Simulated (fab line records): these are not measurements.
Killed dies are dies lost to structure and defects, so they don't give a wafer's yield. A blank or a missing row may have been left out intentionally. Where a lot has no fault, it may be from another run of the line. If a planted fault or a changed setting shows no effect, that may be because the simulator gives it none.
fab line records + flow n5_finfet
record
- lots=7
- wafers=20
- last_day=16
route steps=1938 shown BEOL_M15@1821 PASS1_DEP@1831 MIM_BOT@1832 MIM_TOP@1834
lots untouched by any fault: they come from a run of this same line in which no faults occurred
start_h: the number of hours between the record's first day and the start of the first shown wafer of the lot + wait_h: hours since the lot's step before + " same as the row above + L1.1+2: a row that stands for several wafers + - either no value or no given start + * or withheld: withheld + < > ~ a bound
route shown NAME@n: a module of which the file shows steps, and the number in the route of the first + usual: mean/standard deviation taken from wafers without a fault + same: alike in all rows + chamber/n: place in a boat + sites: readings site by site + _std_site: standard deviation of those values + _edge_site: the outer-site mean with the inner-site mean subtracted + radius_mm: for every site, how far away it sits from the centre of the wafer + mask NAME#n: copy n + behind: the most recent tool/chamber to have shaped the wafer + hold: the reason the lot was held/the length of the hold in hours/how it ended + device: whichever transistor did not switch (one of n, p or np) + end of line: the same wafers' tests at the end of the route + a step with no rows: only its recipe + killed: dies lost to structure and defects at the first sort, not the wafer's yield + map: dies across one wafer; x = killed, . = not, _ = none there
set.NAME: the setting that was run; set.NAME@STEP: the one run at that earlier step + model.NAME: the simulator's own value behind a step, which no gauge read
lots seen at some steps along the route; tables by step, rows by wafer
services: when a tool's chamber went out of use (start_h, in hours from the record's first day, below 0 if earlier), for how many hours, and the reason
## steps
# step N5_BEOL_M15_SPUTTER_45
# recipe
- material=Cu
- target_thk_a=1000
- temp_c=-20
- bias_v=60
- power_w=26000
- chamber_pressure_pa=0.13
- time_s=16.67
# usual
- throttle_valve_pct=30.0/0.81
# same
- time_s=16.67
| lot.wafer | tool           | chamber | start_h | wait_h | throttle_valve_pct |
|-----------|----------------|---------|---------|--------|--------------------|
| L109.3    | pvd_sputter-03 | -       | 275.74  | 0.0    | 29.9               |
| L109.4    | "              | -       | "       | "      | 29.8               |
| L109.6    | "              | -       | "       | "      | 30.0               |
| L118.1    | pvd_sputter-03 | -       | 338.98  | 0.0    | 29.9               |
| L118.4    | "              | -       | "       | "      | 29.2               |
| L118.5    | "              | -       | "       | "      | 29.8               |
| L119.2    | pvd_sputter-03 | -       | 343.12  | 0.0    | 29.4               |
| L119.5    | "              | -       | "       | "      | 29.3               |
| L119.6    | "              | -       | "       | "      | 29.6               |
| L121.4    | pvd_sputter-01 | -       | 348.49  | 0.0    | 27.9               |
| L121.5    | "              | -       | "       | "      | 31.2               |
| L121.6    | "              | -       | "       | "      | 30.2               |
| L123.1    | pvd_sputter-03 | -       | 355.03  | 0.0    | 30.0               |
| L123.3    | "              | -       | "       | "      | 29.4               |
| L123.5    | "              | -       | "       | "      | 30.1               |
| L122.1    | pvd_sputter-02 | -       | 355.46  | 0.0    | 32.0               |
| L122.6    | "              | -       | "       | "      | 29.6               |
| L125.2    | pvd_sputter-02 | -       | 377.38  | 0.0    | 30.7               |
| L125.3    | "              | -       | "       | "      | 32.0               |
| L125.6    | "              | -       | "       | "      | 29.4               |
# step N5_BEOL_M15_ECD_47
# recipe
- material=Cu
- target_thk_a=18600
# step N5_BEOL_M15_ANNEAL_48
# recipe
- temp_c=225
- time_s=90
- ambient=N2
# step N5_BEOL_M15_CMP_49
# recipe
- stop_on=SiO2
- t_overpolish_s=4.9
- down_force_psi=2
- platen_rpm=80
- clearing_platen_down_force_psi=2
- clearing_platen_rpm=80
- post_cmp_clean=cu_alkaline
- target_thk_nm=850
- clearing_platen_pad_velocity_m_s=1.5917
- pad_velocity_m_s=1.5917
# usual
- barrier_field_endpoint_s=11.4/0.3
- motor_current_A=8.1/0.52
- overpolish_run_s=4.899/0.0094
- slurry_flow_ml_min=150.0/0.46
# same
- t_overpolish_s=4.9
| lot.wafer | tool   | chamber | start_h | wait_h | barrier_field_endpoint_s | motor_current_A | overpolish_run_s | slurry_flow_ml_min |
|-----------|--------|---------|---------|--------|--------------------------|-----------------|------------------|--------------------|
| L109.4    | cmp-04 | 3       | 276.42  | 0.1    | 11.5                     | 8.4             | 4.891            | 149.6              |
| L109.3    | "      | 0       | "       | "      | 10.9                     | 8.8             | 4.900            | 150.2              |
| L109.6    | "      | 3       | "       | "      | 11.3                     | 8.3             | 4.908            | 148.9              |
| L118.4    | cmp-04 | 1       | 339.75  | 0.2    | 11.6                     | 7.1             | 4.912            | 149.7              |
| L118.1    | "      | 2       | "       | "      | 11.6                     | 7.6             | 4.918            | 149.4              |
| L118.5    | "      | 0       | "       | "      | 11.2                     | 8.4             | 4.892            | 149.5              |
| L119.2    | cmp-04 | 1       | 343.89  | 0.3    | 11.4                     | 7.4             | 4.906            | 149.6              |
| L119.6    | "      | 2       | "       | "      | 11.0                     | 7.9             | 4.892            | 150.5              |
| L119.5    | "      | 3       | "       | "      | 11.1                     | 8.3             | 4.895            | 149.4              |
| L121.4    | cmp-04 | 0       | 349.54  | 0.2    | 11.5                     | 8.5             | 4.896            | 150.6              |
| L121.6    | "      | 2       | "       | "      | 11.2                     | 7.6             | 4.899            | 150.3              |
| L121.5    | "      | 3       | "       | "      | 11.4                     | 8.4             | 4.902            | 150.0              |
| L123.1    | cmp-02 | 2       | 355.69  | 0.3    | 11.7                     | 8.3             | 4.910            | 149.8              |
| L123.3    | "      | 3       | "       | "      | 11.4                     | 8.7             | 4.890            | 150.3              |
| L123.5    | "      | 3       | "       | "      | 11.2                     | 8.1             | 4.887            | 149.9              |
| L122.1    | cmp-02 | 0       | 356.23  | 0.4    | 11.9                     | 7.5             | 4.917            | 149.8              |
| L122.6    | "      | 1       | "       | "      | 11.6                     | 8.4             | 4.898            | 150.6              |
| L125.3    | cmp-04 | 1       | 378.03  | 0.2    | 11.8                     | 7.1             | 4.891            | 150.0              |
| L125.2    | "      | 0       | "       | "      | 11.0                     | 8.7             | 4.899            | 149.2              |
| L125.6    | "      | 2       | "       | "      | 11.4                     | 7.6             | 4.905            | 149.1              |
# step N5_BEOL_M15_THK_MEAS_50
# recipe
- thk_meas_gauge=xrf
- reads=Cu_of_BEOL_M15_ECD_47
# usual
- M15_THK=844/14
| lot.wafer | tool          | chamber | start_h | wait_h | M15_THK[nm] |
|-----------|---------------|---------|---------|--------|-------------|
| L109.3    | film_metro-01 | -       | 276.71  | -      | 848         |
| L109.4    | "             | -       | "       | "      | 830         |
| L109.6    | "             | -       | "       | "      | 846         |
| L118.1    | film_metro-02 | -       | 340.00  | -      | 860         |
| L118.4    | "             | -       | "       | "      | 836         |
| L118.5    | "             | -       | "       | "      | 852         |
| L119.2    | film_metro-02 | -       | 344.07  | -      | 864         |
| L119.5    | "             | -       | "       | "      | 865         |
| L119.6    | "             | -       | "       | "      | 836         |
| L121.4    | film_metro-02 | -       | 349.76  | -      | 870         |
| L121.5    | "             | -       | "       | "      | 854         |
| L121.6    | "             | -       | "       | "      | 871         |
| L123.1    | film_metro-02 | -       | 355.99  | -      | 869         |
| L123.3    | "             | -       | "       | "      | 839         |
| L123.5    | "             | -       | "       | "      | 849         |
| L122.1    | film_metro-02 | -       | 356.41  | -      | 841         |
| L122.6    | "             | -       | "       | "      | 822         |
| L125.2    | film_metro-01 | -       | 378.33  | -      | 837         |
| L125.3    | "             | -       | "       | "      | 835         |
| L125.6    | "             | -       | "       | "      | 830         |
# step N5_BEOL_M15_PRE_CLEAN_52
# recipe
- gas=NH3
- time_s=15
- temp_c=withheld
- rf_power_w=300
# step N5_BEOL_M15_DEP_53
# recipe
- material=SiCN
- target_thk_a=500
- temp_c=withheld
- precursor=3MS/NH3
- pressure_torr=3
- rf_w=675
- time_s=17.8
# usual
- showerhead_plenum_p_Torr=4.153/0.023
- throttle_valve_pct=18.3/0.87
# same
- time_s=17.8
| lot.wafer | tool     | chamber | start_h | wait_h | showerhead_plenum_p_Torr | throttle_valve_pct |
|-----------|----------|---------|---------|--------|--------------------------|--------------------|
| L109.3    | pecvd-03 | 1       | 276.77  | 0.0    | 4.160                    | 19.6               |
| L109.4    | "        | 2       | "       | "      | 4.143                    | 17.2               |
| L109.6    | "        | 0       | "       | "      | 4.137                    | 18.5               |
| L118.1    | pecvd-04 | 0       | 340.06  | 0.0    | 4.114                    | 19.1               |
| L118.4    | "        | 1       | "       | "      | 4.175                    | 18.4               |
| L118.5    | "        | 0       | "       | "      | 4.122                    | 19.4               |
| L119.2    | pecvd-03 | 0       | 344.13  | 0.0    | 4.145                    | 18.7               |
| L119.5    | "        | 0       | "       | "      | 4.129                    | 18.4               |
| L119.6    | "        | 1       | "       | "      | 4.167                    | 19.8               |
| L121.4    | pecvd-02 | 0       | 349.84  | 0.0    | 4.145                    | 19.4               |
| L121.5    | "        | 2       | "       | "      | 4.188                    | 17.2               |
| L121.6    | "        | 1       | "       | "      | 4.133                    | 18.3               |
| L123.1    | pecvd-04 | 0       | 356.05  | 0.0    | 4.116                    | 19.3               |
| L123.3    | "        | 2       | "       | "      | 4.173                    | 17.2               |
| L123.5    | "        | 2       | "       | "      | 4.167                    | 17.3               |
| L122.1    | pecvd-03 | 0       | 356.49  | 0.0    | 4.130                    | 18.3               |
| L122.6    | "        | 2       | "       | "      | 4.143                    | 17.7               |
| L125.2    | pecvd-03 | 2       | 378.39  | 0.0    | 4.151                    | 17.6               |
| L125.3    | "        | 1       | "       | "      | 4.165                    | 19.6               |
| L125.6    | "        | 1       | "       | "      | 4.166                    | 19.9               |
# step N5_BEOL_M15_RS_MEAS_54
# recipe
- thk_meas_gauge=four-point-probe
- reads=Cu_of_BEOL_M15_ECD_47+Ta_of_BEOL_M15_SPUTTER_44+TaN_of_BEOL_M15_SPUTTER_43
# usual
- M15_RS=0.0217/0.00034
| lot.wafer | tool          | chamber | start_h | wait_h | M15_RS[ohm/sq] |
|-----------|---------------|---------|---------|--------|----------------|
| L109.3    | film_metro-01 | -       | 276.86  | 0.1    | 0.0214         |
| L109.4    | "             | -       | "       | "      | 0.0218         |
| L109.6    | "             | -       | "       | "      | 0.0214         |
| L118.1    | film_metro-02 | -       | 340.13  | 0.0    | 0.0212         |
| L118.4    | "             | -       | "       | "      | 0.0220         |
| L118.5    | "             | -       | "       | "      | 0.0215         |
| L119.2    | film_metro-02 | -       | 344.20  | 0.1    | 0.0212         |
| L119.5    | "             | -       | "       | "      | 0.0213         |
| L119.6    | "             | -       | "       | "      | 0.0220         |
| L121.4    | film_metro-02 | -       | 349.89  | 0.0    | 0.0213         |
| L121.5    | "             | -       | "       | "      | 0.0217         |
| L121.6    | "             | -       | "       | "      | 0.0213         |
| L123.1    | film_metro-02 | -       | 356.11  | 0.0    | 0.0211         |
| L123.3    | "             | -       | "       | "      | 0.0219         |
| L123.5    | "             | -       | "       | "      | 0.0218         |
| L122.1    | film_metro-02 | -       | 356.57  | 0.1    | 0.0216         |
| L122.6    | "             | -       | "       | "      | 0.0221         |
| L125.2    | film_metro-02 | -       | 378.46  | 0.1    | 0.0220         |
| L125.3    | "             | -       | "       | "      | 0.0221         |
| L125.6    | "             | -       | "       | "      | 0.0221         |
# step N5_BEOL_M15_INSPECT_55
# recipe
- inspect_instrument=darkfield
- mode=post_dep
# usual
- raw_defect_count=74/28
| lot.wafer | tool              | chamber | start_h | wait_h | raw_defect_count |
|-----------|-------------------|---------|---------|--------|------------------|
| L109.3    | defect_inspect-02 | -       | 276.88  | 0.0    | 42               |
| L109.4    | "                 | -       | "       | "      | 33               |
| L109.6    | "                 | -       | "       | "      | 46               |
| L118.1    | defect_inspect-01 | -       | 340.16  | 0.0    | 67               |
| L118.4    | "                 | -       | "       | "      | 86               |
| L118.5    | "                 | -       | "       | "      | 57               |
| L119.2    | defect_inspect-02 | -       | 344.22  | 0.0    | 118              |
| L119.5    | "                 | -       | "       | "      | 95               |
| L119.6    | "                 | -       | "       | "      | 124              |
| L121.4    | defect_inspect-01 | -       | 349.92  | 0.0    | 85               |
| L121.5    | "                 | -       | "       | "      | 46               |
| L121.6    | "                 | -       | "       | "      | 61               |
| L123.1    | defect_inspect-01 | -       | 356.14  | 0.0    | 64               |
| L123.3    | "                 | -       | "       | "      | 53               |
| L123.5    | "                 | -       | "       | "      | 93               |
| L122.1    | defect_inspect-02 | -       | 356.60  | 0.0    | 53               |
| L122.6    | "                 | -       | "       | "      | 44               |
| L125.2    | defect_inspect-01 | -       | 378.48  | 0.0    | 53               |
| L125.3    | "                 | -       | "       | "      | 34               |
| L125.6    | "                 | -       | "       | "      | 107              |
# step N5_BEOL_M15_RC_MEAS_101
# usual
- COMB_M10=1.5e-11/3e-12
- COMB_M10_max_site=2.1e-11/4.4e-12
- COMB_M11=1.51e-11/2.9e-12
- COMB_M12=7.4e-12/1.5e-12
- COMB_M13=5.8e-12/1.1e-12
- COMB_M13_max_site=8e-12/1.8e-12
- COMB_M14=4.6e-12/8.4e-13
- COMB_M15=3.6e-12/6.1e-13
- COMB_M5=3.7e-11/7.4e-12
- COMB_M6=2.8e-11/5.6e-12
- COMB_M7=2.8e-11/5.8e-12
- COMB_M8=2.6e-11/5.5e-12
- COMB_M9=1.5e-11/3.5e-12
- SERP_M10=3.05/0.074
- SERP_M11=3.09/0.077
- SERP_M12=0.636/0.016
- SERP_M13=0.307/0.007
- SERP_M14=0.160/0.0046
- SERP_M5=39.5/1.6
- SERP_M6=13.7/0.49
- SERP_M7=14.1/0.51
- SERP_M8=13.6/0.56
- SERP_M9=3.06/0.089
| lot.wafer | tool      | chamber | start_h | wait_h | COMB_M10[S/m] | COMB_M10_max_site[S/m] | COMB_M11[S/m] | COMB_M12[S/m] | COMB_M13[S/m] | COMB_M13_max_site[S/m] | COMB_M14[S/m] | COMB_M15[S/m] | COMB_M5[S/m] | COMB_M6[S/m] | COMB_M7[S/m] | COMB_M8[S/m] | COMB_M9[S/m] | SERP_M10[ohm/um] | SERP_M11[ohm/um] | SERP_M12[ohm/um] | SERP_M13[ohm/um] | SERP_M14[ohm/um] | SERP_M5[ohm/um] | SERP_M6[ohm/um] | SERP_M7[ohm/um] | SERP_M8[ohm/um] | SERP_M9[ohm/um] |
|-----------|-----------|---------|---------|--------|---------------|------------------------|---------------|---------------|---------------|------------------------|---------------|---------------|--------------|--------------|--------------|--------------|--------------|------------------|------------------|------------------|------------------|------------------|-----------------|-----------------|-----------------|-----------------|-----------------|
| L109.3    | prober-01 | 0       | 277.22  | 0.3    | 1.5e-11       | 2.1e-11                | 1.14e-11      | 7.3e-12       | 6.8e-12       | 8.6e-12                | 5.4e-12       | 2.8e-12       | 2.9e-11      | 2.5e-11      | 2.3e-11      | 3e-11        | 2.2e-11      | 2.94             | 3.03             | 0.613            | 0.297            | 0.165            | 41.5            | 13.6            | 14.4            | 13.3            | 3.03            |
| L109.4    | "         | 0       | "       | "      | 1.3e-11       | 2.1e-11                | 1.54e-11      | 8.5e-12       | 4.9e-12       | 8.6e-12                | 3.8e-12       | 3.8e-12       | 4e-11        | 2.7e-11      | 2.9e-11      | 2.2e-11      | 1.7e-11      | 3.05             | 3.08             | 0.626            | 0.309            | 0.160            | 39.9            | 12.7            | 14.4            | 12.6            | 3.02            |
| L109.6    | "         | 0       | "       | "      | 1.2e-11       | 1.7e-11                | 9.9e-12       | 6.9e-12       | 6.1e-12       | 7.5e-12                | 6.5e-12       | 3.9e-12       | 3.2e-11      | 3.4e-11      | 2e-11        | 2.4e-11      | 1.4e-11      | 2.98             | 3.03             | 0.643            | 0.305            | 0.159            | 39.6            | 14.1            | 13.9            | 13.4            | 2.95            |
| L118.1    | prober-01 | 0       | 340.54  | 0.4    | 1.8e-11       | 2.9e-11                | 1.96e-11      | 7.9e-12       | 5e-12         | 6.1e-12                | 4.5e-12       | 4.2e-12       | 3.7e-11      | 2.2e-11      | 3.1e-11      | 2.3e-11      | 1.5e-11      | 3.02             | 3.04             | 0.598            | 0.305            | 0.152            | 39.9            | 13.9            | 14.1            | 13.4            | 3.10            |
| L118.4    | "         | 0       | "       | "      | 1.6e-11       | 2.3e-11                | 1.59e-11      | 6.2e-12       | 5e-12         | 5.8e-12                | 4.5e-12       | 4.4e-12       | 4.5e-11      | 2.9e-11      | 3.1e-11      | 2e-11        | 1.2e-11      | 3.02             | 3.00             | 0.626            | 0.320            | 0.152            | 38.6            | 13.4            | 14.6            | 13.3            | 2.97            |
| L118.5    | "         | 0       | "       | "      | 1.8e-11       | 2.4e-11                | 1.3e-11       | 6.4e-12       | 5.5e-12       | 1.06e-11               | 4.5e-12       | 4.1e-12       | 4.4e-11      | 3e-11        | 2.7e-11      | 2.7e-11      | 1.8e-11      | 3.08             | 2.99             | 0.632            | 0.309            | 0.161            | 35.9            | 13.2            | 14.0            | 13.5            | 2.95            |
| L119.2    | prober-02 | 0       | 344.40  | 0.2    | 2e-11         | 2.2e-11                | 1.51e-11      | 7.8e-12       | 5e-12         | 7.1e-12                | 4.4e-12       | 3e-12         | 3.1e-11      | 2.5e-11      | 1.9e-11      | 2.5e-11      | 1.3e-11      | 3.13             | 3.14             | 0.654            | 0.306            | 0.172            | 41.8            | 13.9            | 14.0            | 14.2            | 3.09            |
| L119.5    | "         | 0       | "       | "      | 1.8e-11       | 2.1e-11                | 1.4e-11       | 7.6e-12       | 5.3e-12       | 8.7e-12                | 4.3e-12       | 3.1e-12       | 2.6e-11      | 2.3e-11      | 2.7e-11      | 2.6e-11      | 1.8e-11      | 3.11             | 2.97             | 0.623            | 0.295            | 0.162            | 41.4            | 13.6            | 13.8            | 14.0            | 3.00            |
| L119.6    | "         | 0       | "       | "      | 1.3e-11       | 1.8e-11                | 1.45e-11      | 8.6e-12       | 4.7e-12       | 6.9e-12                | 3.8e-12       | 3e-12         | 3.6e-11      | 2.2e-11      | 3.1e-11      | 2.7e-11      | 1.6e-11      | 2.99             | 3.21             | 0.652            | 0.301            | 0.167            | 39.7            | 13.4            | 13.8            | 13.7            | 3.20            |
| L121.4    | prober-02 | 0       | 350.41  | 0.5    | 2e-11         | 3.7e-11                | 1.34e-11      | 7.3e-12       | 4.9e-12       | 7.9e-12                | 4.8e-12       | 3.8e-12       | 3.1e-11      | 2.3e-11      | 3e-11        | 3.4e-11      | 1.7e-11      | 2.99             | 3.16             | 0.641            | 0.311            | 0.159            | 39.1            | 14.1            | 13.8            | 13.5            | 3.06            |
| L121.5    | "         | 0       | "       | "      | 1e-11         | 1.7e-11                | 1.38e-11      | 7.6e-12       | 6.6e-12       | 1.01e-11               | 3.1e-12       | 3.2e-12       | 4.6e-11      | 3.2e-11      | 2.1e-11      | 2.6e-11      | 1.7e-11      | 3.18             | 3.07             | 0.646            | 0.298            | 0.164            | 40.0            | 13.5            | 14.6            | 13.6            | 3.07            |
| L121.6    | "         | 0       | "       | "      | 2e-11         | 2.9e-11                | 1.85e-11      | 5.9e-12       | 6e-12         | 8.1e-12                | 4.9e-12       | 3.5e-12       | 3.3e-11      | 4e-11        | 2.1e-11      | 3.1e-11      | 1.5e-11      | 3.02             | 2.94             | 0.636            | 0.309            | 0.165            | 39.6            | 13.5            | 14.0            | 13.6            | 3.13            |
| L123.1    | prober-02 | 0       | 356.17  | 0.0    | 1.4e-11       | 2.2e-11                | 1.17e-11      | 7.1e-12       | 4.4e-12       | 5.8e-12                | 4.1e-12       | 2.8e-12       | 4.3e-11      | 2.2e-11      | 3.2e-11      | 2.6e-11      | 1.1e-11      | 3.23             | 3.15             | 0.624            | 0.319            | 0.160            | 41.5            | 12.9            | 14.8            | 13.8            | 3.00            |
| L123.3    | "         | 0       | "       | "      | 1.3e-11       | 1.9e-11                | 1.58e-11      | 5.9e-12       | 5.5e-12       | 6.8e-12                | 3.9e-12       | 3.2e-12       | 4e-11        | 2.3e-11      | 4e-11        | 1.9e-11      | 1.6e-11      | 3.03             | 3.17             | 0.627            | 0.311            | 0.158            | 43.9            | 13.5            | 14.0            | 13.4            | 3.11            |
| L123.5    | "         | 0       | "       | "      | 1.3e-11       | 1.9e-11                | 1.25e-11      | 7.6e-12       | 5.7e-12       | 7.1e-12                | 4.2e-12       | 4e-12         | 2.8e-11      | 2e-11        | 2.1e-11      | 1.7e-11      | 1.2e-11      | 3.06             | 3.19             | 0.639            | 0.310            | 0.162            | 39.4            | 14.4            | 14.5            | 13.8            | 3.13            |
| L122.1    | prober-01 | 0       | 356.62  | 0.0    | 1.3e-11       | 1.7e-11                | 1.43e-11      | 8.7e-12       | 6e-12         | 7.8e-12                | 6.4e-12       | 3.9e-12       | 3.6e-11      | 2.7e-11      | 2.9e-11      | 2.6e-11      | 1.3e-11      | 2.99             | 3.12             | 0.662            | 0.307            | 0.158            | 39.6            | 14.1            | 13.8            | 13.2            | 2.96            |
| L122.6    | "         | 0       | "       | "      | 1.2e-11       | 1.6e-11                | 1.53e-11      | 9.5e-12       | 4.9e-12       | 6.2e-12                | 6.1e-12       | 4.2e-12       | 2.7e-11      | 3.1e-11      | 3.5e-11      | 2.1e-11      | 1.4e-11      | 2.99             | 3.07             | 0.627            | 0.307            | 0.166            | 38.2            | 13.9            | 14.1            | 12.9            | 3.02            |
| L125.2    | prober-01 | 0       | 378.66  | 0.2    | 2e-11         | 2.4e-11                | 1.82e-11      | 6.7e-12       | 5.6e-12       | 7.2e-12                | 4.3e-12       | 3.9e-12       | 3.5e-11      | 2.4e-11      | 3e-11        | 3.4e-11      | 1.6e-11      | 3.04             | 3.00             | 0.654            | 0.290            | 0.158            | 40.1            | 13.7            | 13.8            | 14.2            | 3.11            |
| L125.3    | "         | 0       | "       | "      | 1.4e-11       | 2.1e-11                | 1.68e-11      | 7.5e-12       | 7e-12         | 8.7e-12                | 5.6e-12       | 4.2e-12       | 2.8e-11      | 3.4e-11      | 2.6e-11      | 2.5e-11      | 1.2e-11      | 3.03             | 3.13             | 0.660            | 0.297            | 0.157            | 40.4            | 12.9            | 13.7            | 13.3            | 2.89            |
| L125.6    | "         | 0       | "       | "      | 1e-11         | 1.6e-11                | 1.51e-11      | 5e-12         | 5.6e-12       | 7.1e-12                | 4.6e-12       | 3.6e-12       | 2.9e-11      | 2.7e-11      | 2.8e-11      | 2.1e-11      | 1.8e-11      | 3.05             | 2.97             | 0.636            | 0.307            | 0.162            | 39.3            | 13.8            | 14.3            | 12.2            | 2.86            |
# step N5_PASSIVATION_PECVD_00
# recipe
- material=SiO2
- target_thk_a=2000
- temp_c=400
- precursor=SiH4/N2O
- pressure_torr=2.7
- rf_w=608
- time_s=11.2
# step N5_MIM_BOT_DEGAS_01
# recipe
- ambient=vacuum
- temp_c=300
- time_s=60
# usual
- heater_power_w=448/34
# same
- time_s=60
| lot.wafer | tool           | chamber | start_h | wait_h | heater_power_w |
|-----------|----------------|---------|---------|--------|----------------|
| L109.3    | pvd_sputter-01 | -       | 277.93  | 0.0    | 414            |
| L109.4    | "              | -       | "       | "      | 422            |
| L109.6    | "              | -       | "       | "      | 384            |
| L118.1    | pvd_sputter-02 | -       | 342.42  | 0.9    | 448            |
| L118.4    | "              | -       | "       | "      | 451            |
| L118.5    | "              | -       | "       | "      | 490            |
| L119.2    | pvd_sputter-02 | -       | 345.72  | 0.5    | 479            |
| L119.5    | "              | -       | "       | "      | 486            |
| L119.6    | "              | -       | "       | "      | 444            |
| L121.4    | pvd_sputter-01 | -       | 352.78  | 1.8    | 413            |
| L121.5    | "              | -       | "       | "      | 380            |
| L121.6    | "              | -       | "       | "      | 421            |
| L123.1    | pvd_sputter-02 | -       | 358.39  | 1.2    | 458            |
| L123.3    | "              | -       | "       | "      | 480            |
| L123.5    | "              | -       | "       | "      | 481            |
| L122.1    | pvd_sputter-02 | -       | 359.09  | 1.5    | 444            |
| L122.6    | "              | -       | "       | "      | 451            |
| L125.2    | pvd_sputter-03 | -       | 379.56  | 0.1    | 482            |
| L125.3    | "              | -       | "       | "      | 449            |
| L125.6    | "              | -       | "       | "      | 450            |
# step N5_MIM_BOT_SPUTTER_00
# recipe
- material=TiN
- target_thk_a=350
- temp_c=200
- power_w=3000
- chamber_pressure_pa=0.49996
- gas=Ar
- reactive_partial_pa=0.37997
- time_s=89.7
# usual
- throttle_valve_pct=30.0/0.88
| lot.wafer | tool           | chamber | start_h | wait_h | throttle_valve_pct | model.TiN_of_MIM_BOT_SPUTTER_00.thk_nm |
|-----------|----------------|---------|---------|--------|--------------------|----------------------------------------|
| L109.3    | pvd_sputter-01 | -       | 277.97  | 0.0    | 28.2               | 35                                     |
| L109.4    | "              | -       | "       | "      | 30.0               | 35                                     |
| L109.6    | "              | -       | "       | "      | 30.0               | 34.8                                   |
| L118.1    | pvd_sputter-02 | -       | 342.46  | 0.0    | 31.6               | 35.2                                   |
| L118.4    | "              | -       | "       | "      | 29.7               | 35.2                                   |
| L118.5    | "              | -       | "       | "      | 29.5               | 34.6                                   |
| L119.2    | pvd_sputter-02 | -       | 345.76  | 0.0    | 29.9               | 59.2                                   |
| L119.5    | "              | -       | "       | "      | 29.6               | 34.6                                   |
| L119.6    | "              | -       | "       | "      | 29.5               | 35                                     |
| L121.4    | pvd_sputter-01 | -       | 352.82  | 0.0    | 29.9               | 34.4                                   |
| L121.5    | "              | -       | "       | "      | 30.2               | 34.4                                   |
| L121.6    | "              | -       | "       | "      | 30.0               | 34.6                                   |
| L123.1    | pvd_sputter-02 | -       | 358.44  | 0.0    | 30.7               | 59.2                                   |
| L123.3    | "              | -       | "       | "      | 29.5               | 34.8                                   |
| L123.5    | "              | -       | "       | "      | 29.8               | 34.8                                   |
| L122.1    | pvd_sputter-02 | -       | 359.13  | 0.0    | 29.6               | 59.2                                   |
| L122.6    | "              | -       | "       | "      | 29.5               | 35                                     |
| L125.2    | pvd_sputter-03 | -       | 379.60  | 0.0    | 29.9               | 35.4                                   |
| L125.3    | "              | -       | "       | "      | 29.4               | 34.8                                   |
| L125.6    | "              | -       | "       | "      | 30.0               | 35.2                                   |
# step N5_MIM_TOP_ALD_00
# recipe
- material=Al2O3
- target_thk_a=*
- temp_c=withheld
- ald_precursor_family=TMA
- ald_co_reactant=O3
- pulse_time_s=withheld
- purge_time_s=3
- co_reactant_purge_time_s=withheld
- co_reactant_pulse_time_s=3
- ald_cycles=withheld
# usual
- precursor_pulse_height_rel=0.997/0.019
| lot.wafer | tool      | chamber | start_h | wait_h | precursor_pulse_height_rel |
|-----------|-----------|---------|---------|--------|----------------------------|
| L109.3    | ald_hk-01 | 1       | 278.07  | 0.1    | 0.983                      |
| L109.4    | "         | 2       | "       | "      | 0.994                      |
| L109.6    | "         | 1       | "       | "      | 0.980                      |
| L118.1    | ald_hk-01 | 0       | 342.56  | 0.1    | 1.011                      |
| L118.4    | "         | 2       | "       | "      | 0.983                      |
| L118.5    | "         | 2       | "       | "      | 0.994                      |
| L119.5    | ald_hk-01 | 0       | 345.90  | 0.1    | 1.031                      |
| L119.6    | "         | 3       | "       | "      | 1.012                      |
| L121.4    | ald_hk-01 | 1       | 352.92  | 0.1    | 0.996                      |
| L121.5    | "         | 1       | "       | "      | 0.981                      |
| L121.6    | "         | 0       | "       | "      | 1.006                      |
| L123.3    | ald_hk-03 | 2       | 358.54  | 0.1    | 1.000                      |
| L123.5    | "         | 0       | "       | "      | 0.973                      |
| L122.6    | ald_hk-02 | 0       | 359.28  | 0.1    | 1.006                      |
| L125.2    | ald_hk-01 | 1       | 379.70  | 0.1    | 0.989                      |
| L125.3    | "         | 3       | "       | "      | 1.009                      |
| L125.6    | "         | 2       | "       | "      | 0.987                      |
## services
| tool           | chamber | start_h | hours | kind           |
|----------------|---------|---------|-------|----------------|
| pecvd-03       | -       | 258.74  | 2.8   | pm             |
| pecvd-04       | 0       | 291.15  | 4.5   | repair         |
| pvd_sputter-01 | -       | 291.75  | 1.0   | repair         |
| cmp-04         | -       | 310.76  | 1.8   | repair         |
| pecvd-02       | 0       | 314.33  | 8.0   | repair         |
| pecvd-03       | 1       | 355.47  | 2.1   | scheduled_down |
| pvd_sputter-03 | -       | 357.96  | 4.7   | repair         |
| cmp-04         | -       | 361.52  | 2.9   | repair         |
| pecvd-04       | 0       | 364.57  | 16.5  | scheduled_down |
| pecvd-02       | 1       | 374.04  | 8.6   | repair         |
| cmp-04         | -       | 376.01  | 1.0   | repair         |
| pecvd-02       | -       | 378.19  | 5.5   | pm             |
## key
first_sign none at tools or gauges
model_effect
- step=N5_MIM_BOT_SPUTTER_00
- value=TiN_of_MIM_BOT_SPUTTER_00.thk_nm
- without=34.8
- struck=59.2
met_at N5_MIM_BOT_SPUTTER_00
struck_wafers L119.2,L122.1,L123.1
later_rows_left_out L119.2,L122.1,L123.1
sort_left_out L119.2,L122.1,L123.1
onset_between 342.46 345.76
fault
- kind=process_parameter_drift
- tool=pvd_sputter-02
- chamber=-
- onset_h=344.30
- steps=N5_MIM_BOT_SPUTTER_00
- channel=time_s
- offset=*
- shape=step
- end_h=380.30
- scope=struck_wafers_only
- acts_in=*
- stated=*
# sort_left_out: the simulated sort isn't trusted on such a fault, so these wafers' sort isn't shown, and their yield isn't known
# later_rows_left_out: the simulator's readings of these wafers behind a module that went badly wrong aren't trusted and aren't shown, but for the sort
